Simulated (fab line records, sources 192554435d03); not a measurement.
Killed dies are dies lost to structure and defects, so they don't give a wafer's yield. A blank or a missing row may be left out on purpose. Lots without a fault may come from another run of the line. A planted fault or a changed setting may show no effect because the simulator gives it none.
Chamber matching | flow n5_finfet | N5_SD_EPI_N_ETCHBACK_44 on rie_diel-02: 4 sister chambers
The step etches SiNx in CH3F/O2, stops on SiO2, target depth 14.5 nm. 20 wafers are shown with their chamber, then 10 later ones without.

WAFERS WITH THEIR CHAMBER
wafer  | chamber | drypump_motor_current_A (A) | showerhead_plenum_p_Torr (Torr) | throttle_valve_pct (%)
L077.1 | 3       | 5.8                         | 2.06                            | 16.44
L077.2 | 1       | 5.6                         | 2.01                            | 16.41
L077.5 | 1       | 5.7                         | 2.01                            | 16.42
L080.1 | 0       | 6.2                         | 2.04                            | 16.15
L080.2 | 2       | 4.9                         | 2.01                            | 16.52
L080.5 | 1       | 5.7                         | 2.01                            | 16.43
L082.3 | 0       | 6.2                         | 2.04                            | 16.18
L082.5 | 3       | 5.8                         | 2.06                            | 16.45
L082.6 | 0       | 6.2                         | 2.03                            | 16.17
L084.3 | 1       | 5.7                         | 2.01                            | 16.43
L084.5 | 1       | 5.7                         | 2.01                            | 16.43
L084.6 | 2       | 4.9                         | 2.01                            | 16.53
L085.3 | 1       | 5.7                         | 2.01                            | 16.45
L085.4 | 2       | 4.9                         | 2.01                            | 16.55
L085.6 | 1       | 5.7                         | 2.01                            | 16.45
L086.2 | 3       | 5.8                         | 2.06                            | 16.47
L086.3 | 0       | 6.2                         | 2.03                            | 16.19
L086.6 | 3       | 5.9                         | 2.06                            | 16.48
L087.3 | 1       | 5.7                         | 2.01                            | 16.45
L087.4 | 0       | 6.2                         | 2.03                            | 16.17

SIGNATURES (means of the wafers above)
reading                  | chamber 0 | chamber 1 | chamber 2 | chamber 3 | scatter within a chamber
drypump_motor_current_A  | 6.200     | 5.688     | 4.900     | 5.825     | 0.0319
showerhead_plenum_p_Torr | 2.0340    | 2.0100    | 2.0100    | 2.0600    | 0.00274
throttle_valve_pct       | 16.1720   | 16.4337   | 16.5333   | 16.4600   | 0.0157
Rule: a wafer's distance from a chamber is the root of the sum, over the readings, of the square of ((its reading less the chamber's mean) divided by the reading's scatter). The wafer belongs to the nearest chamber; if the next one is less than 2 further off, it can't be placed. The scatter: the root of (the sum of the squares of (reading less its chamber's mean) over the shown wafers, divided by (wafers less chambers)).

WAFERS WITHOUT THEIR CHAMBER
wafer  | drypump_motor_current_A (A) | showerhead_plenum_p_Torr (Torr) | throttle_valve_pct (%)
L087.6 | 5.8                         | 2.06                            | 16.49
L089.2 | 5.8                         | 2.06                            | 16.48
L089.4 | 4.9                         | 2.00                            | 16.55
L089.5 | 5.7                         | 2.00                            | 16.46
L091.1 | 4.9                         | 2.00                            | 16.58
L091.3 | 5.8                         | 2.06                            | 16.49
L091.4 | 6.2                         | 2.03                            | 16.21
L094.1 | 6.2                         | 2.03                            | 16.23
L094.2 | 5.8                         | 2.05                            | 16.51
L094.6 | 5.8                         | 2.05                            | 16.52

WHICH CHAMBER EACH WENT THROUGH
wafer  | from the rows above | in truth
L087.6 | 3                   | 3
L089.2 | 3                   | 3
L089.4 | 2                   | 2
L089.5 | 1                   | 1
L091.1 | 2                   | 2
L091.3 | 3                   | 3
L091.4 | 0                   | 0
L094.1 | 0                   | 0
L094.2 | 3                   | 3
L094.6 | 3                   | 3
Placed correctly: 10 of 10. Can't be placed from these rows: 0. Placed wrongly: 0.
